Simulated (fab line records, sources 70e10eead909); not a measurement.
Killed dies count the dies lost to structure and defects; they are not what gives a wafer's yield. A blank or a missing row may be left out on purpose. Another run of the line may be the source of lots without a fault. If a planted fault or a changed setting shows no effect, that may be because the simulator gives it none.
Comparing a struck lot with a sound one ; flow nand_harc ; 15 steps out of a route of 1159
Sound: wafers L841.1, L841.2, L841.6. Struck: wafers L852.3, L852.4 (left out: L852.2, a lot-mate that was not struck); the cause follows at the end.
Order at every step that has rows: each side's tool, ch and its chambers, its first start. Under that, the readings that differ: sound wafers ; struck wafers ; difference of the means ; sigmas: that difference in standard deviations of wafers without a fault.
alike: words and numbers the same on both sides, and readings whose means are apart by under 2 such deviations; not compared: readings that were withheld, readings missing a value for some wafer, numbers with overlapping values and no deviation given by the record, and bounds like >300 which may hide the same value.
A row with sigmas, a row that says differs or no value, or rows on one side alone: a step with any of these is where the two part. Non-overlapping numbers with no deviation appear without sigmas and do not part them. A reading that every wafer of one side lacks parts them only if that side has two wafers or more.

first, 1 step without rows for these wafers: NHARC_A_ONON_D1_DEP_06 (target thk 1000 nm).
NHARC_A_ONON_D1_THK_MEAS_08: measures by ellipsometry.
  sound: film_metro-01 at day 8 07:27; struck: film_metro-01 at day 10 19:36
  alike: thk_nm
then NHARC_A_ONON_D1_DEP_09 (target thk 1000 nm), 1 step lacking rows for these wafers.
NHARC_A_ONON_D1_THK_MEAS_11: measures by ellipsometry.
  sound: film_metro-02 at day 8 08:19; struck: film_metro-01 at day 10 20:10
  alike: thk_nm
then NHARC_A_ONON_D1_DEP_12 (target thk 1000 nm), 1 step lacking rows for these wafers.
NHARC_A_ONON_D1_THK_MEAS_14: measures by ellipsometry.
  sound: film_metro-01 at day 8 08:53; struck: film_metro-01 at day 10 20:44
  alike: thk_nm
then, 2 steps without rows for these wafers: NHARC_A_ONON_D1_ANNEAL_15 (time 3600 s); NHARC_A_ONON_D1_DEP_16 (target thk 1000 nm).
NHARC_A_ONON_D1_THK_MEAS_18: measures by ellipsometry.
  sound: film_metro-02 at day 8 15:48; struck: film_metro-02 at day 11 04:07
  alike: thk_nm
then NHARC_A_ONON_D1_DEP_19 (target thk 1000 nm), 1 step lacking rows for these wafers.
NHARC_A_ONON_D1_THK_MEAS_21: measures by ellipsometry.
  sound: film_metro-01 at day 8 16:22; struck: film_metro-02 at day 11 04:41
  alike: thk_nm
NHARC_A_ONON_D1_DEP_22: target thk 1000 nm.
  sound on pecvd_onon-04 ch 0, day 8 16:25; struck on pecvd_onon-02 ch 0, day 11 04:47
NHARC_A_ONON_D1_THK_MEAS_24: measures by ellipsometry.
  sound: film_metro-02 at day 8 16:58; struck: film_metro-02 at day 11 05:15
reading;sound;struck;difference;sigmas
thk_nm (nm);1010 1010 1009;634 634;-376;-31
then NHARC_A_ONON_D1_DEP_25 (target thk 1000 nm), 1 step lacking rows for these wafers.
-- the record jumps here: 11 days lie between the struck wafers' starts before and after (it left off in module A_ONON_D1 and takes up again in module END, whose first step shown is number 1159 of the route) --
NHARC_END_SORT_01:
  only the struck wafers appear in the record here, on prober-01 ch 0 at day 22 15:41; the sound ones have no rows

WHERE THEY PART
Earliest at NHARC_A_ONON_D1_THK_MEAS_24; latest, in this record, at NHARC_END_SORT_01.

WHY: what the simulator had put in
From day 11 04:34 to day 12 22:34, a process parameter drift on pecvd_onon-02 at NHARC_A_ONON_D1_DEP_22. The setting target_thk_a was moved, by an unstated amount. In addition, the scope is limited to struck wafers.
